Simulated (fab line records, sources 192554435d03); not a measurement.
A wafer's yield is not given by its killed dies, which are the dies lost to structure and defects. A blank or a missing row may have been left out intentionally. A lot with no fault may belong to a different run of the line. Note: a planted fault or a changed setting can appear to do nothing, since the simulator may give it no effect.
Comparing a struck lot with a sound one :: flow n5_finfet :: 26 out of 1938 route steps
Sound: the wafers L985.1, L985.2, L985.4. Wafers L976.2, L976.3, L976.4 were the ones struck. The cause comes at the end.
At each step with rows: each side's tool, then ch and its chambers, then its first start. Under that, the readings that differ: sound wafers :: struck wafers :: difference of the means :: sigmas: that difference in standard deviations of wafers without a fault.
alike: a reading whose means differ by less than 2 such deviations, as well as words and numbers matching on both sides. not compared: withheld readings; readings where some wafer has no value; bounds like >300 that might hide an equal value; numbers whose values overlap and for which the record gives no deviation.
The two part at a step that has a row with sigmas, a row that says differs or no value, or rows on one side only. Numbers that don't overlap but have no deviation are shown without sigmas and don't part them. Lack of a reading on every wafer of one side parts them only where that side has two or more wafers.

first, 8 steps without rows for these wafers: N5_BEOL_M9_DEVELOP_10 (develop time 30 s); N5_BEOL_M9_DESCUM_16 (chemistry O2, time 7.9 s); N5_BEOL_M9_ETCH_61 (etches SiARC in CF4, target depth 39 nm, time 65 s); N5_BEOL_M9_ETCH_62 (etches SOC in N2/H2, target depth 110 nm, overetch 22 nm, time 165 s); N5_BEOL_M9_STRIP_68 (strips in N2/H2); N5_BEOL_M9_STRIP_67 (strips in CF4); N5_BEOL_M9_HM_OPEN_17 (chemistry Cl2/BCl3, target TiN, target depth 20 nm, overetch 6 nm); N5_BEOL_M9_STRIP_19 (strips in O2).
N5_BEOL_M9_COAT_63: time 60 s, resist thk 60 nm.
  sound on litho_track-04 ch 0, day 15 20:56; struck on litho_track-01 ch 0, day 14 04:11
reading: spin_speed_rpm (rpm)
sound: 1499.3 1500.1 1499.4
struck: 1348.8 1346.2 1345.4
difference: -152.8
sigmas: -99 or more

reading: model.SOC_of_BEOL_M9_COAT_63.thk_nm (nm)
sound: 60.2 60.2 60.2
struck: 63.2 63 63.4
difference: +3.0
sigmas: 
  alike: dispense_pressure_kPa, resist_line_temp_C
then, 11 steps without rows for these wafers: N5_BEOL_M9_COAT_64 (time 60 s, resist thk 12 nm); N5_BEOL_M9_COAT_75 (time 60 s, resist thk 5 nm); N5_BEOL_M9_COAT_22 (resist thk 30 nm); N5_BEOL_M9_EBR_24; N5_BEOL_M9_SOFTBAKE_23 (time 60 s); N5_BEOL_M9_EXPOSE_25 (exposes mask V8); N5_BEOL_M9_PEB_26 (peb time 60 s); N5_BEOL_M9_DEVELOP_27 (develop time 30 s); N5_BEOL_M9_DESCUM_33 (chemistry O2, time 7 s); N5_BEOL_M9_ETCH_76 (etches underlayer in N2/H2, target depth 6.5 nm, time 5.2 s); N5_BEOL_M9_ETCH_65 (etches SiARC in CF4, target depth 15.6 nm, time 26 s).
N5_BEOL_M9_ETCH_66: etches SOC in N2/H2, target depth 80 nm, overetch 16 nm, time 120 s.
  sound on rie_diel-05 ch 0,1,2, day 15 21:24; struck on rie_diel-02 ch 0,1,2, day 14 04:40
reading: model.etch.depth_nm (nm)
sound: 60.27 60.18 60.13
struck: 63.19 63.05 63.37
difference: +3.01
sigmas: 
  alike: drypump_motor_current_A, oes_product_au, rf_vpp_V, showerhead_plenum_p_Torr, throttle_valve_pct
  not compared: rf_hours_counter_h
then, 2 steps without rows for these wafers: N5_BEOL_M9_STRIP_69 (strips in N2/H2); N5_BEOL_M9_STRIP_77 (strips in N2/H2).
N5_BEOL_M9_VIA_ETCH_34: etches SiCOH lowk in C4F6/O2, target depth 182.4 nm, time 68.4 s.
  sound on rie_diel-05 ch 0,1,2, day 15 21:30; struck on rie_diel-02 ch 0,1,2, day 14 04:46
reading: model.SOC_of_BEOL_M9_COAT_63.thk_nm (nm)
sound: 51.4 51.2 51
struck: 54.2 53.8 54.4
difference: +2.9
sigmas: 
  alike: drypump_motor_current_A, oes_f_703_au, oes_o_777_au, oes_product_au, rf_vpp_V, showerhead_plenum_p_Torr, throttle_valve_pct
  not compared: rf_hours_counter_h
then, 1 step without rows for these wafers: N5_BEOL_M9_STRIP_73 (strips in C4F6/O2).
-- record jumps: 2 days separate the struck wafers' starts on either side; left off in module BEOL_M9, taken up again in module PASSIVATION, whose first shown step is the route's number 1936 --
N5_PASSIVATION_PROBE_49:
  sound on prober-02, day 18 09:32; struck on prober-02, day 16 10:08
  alike: defect_limited_yield, killed_at_M0_to_M3, killed_at_M4_up, killed_at_contacts, killed_at_front_end, killed_at_other, killed_dies, killed_on_rim, killed_open, killed_short, sort_bin_5_function, sort_bin_6_memory, sort_n_pass, sort_yield_pct

## WHERE THEY PART
Within this record, at N5_BEOL_M9_COAT_63 only. Later steps at which nothing parts them and some readings are alike: N5_BEOL_M9_ETCH_66, N5_BEOL_M9_VIA_ETCH_34, N5_PASSIVATION_PROBE_49.

WHY: what the simulator had put in
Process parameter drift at N5_BEOL_M9_COAT_63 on litho_track-01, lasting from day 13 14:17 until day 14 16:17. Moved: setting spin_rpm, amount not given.
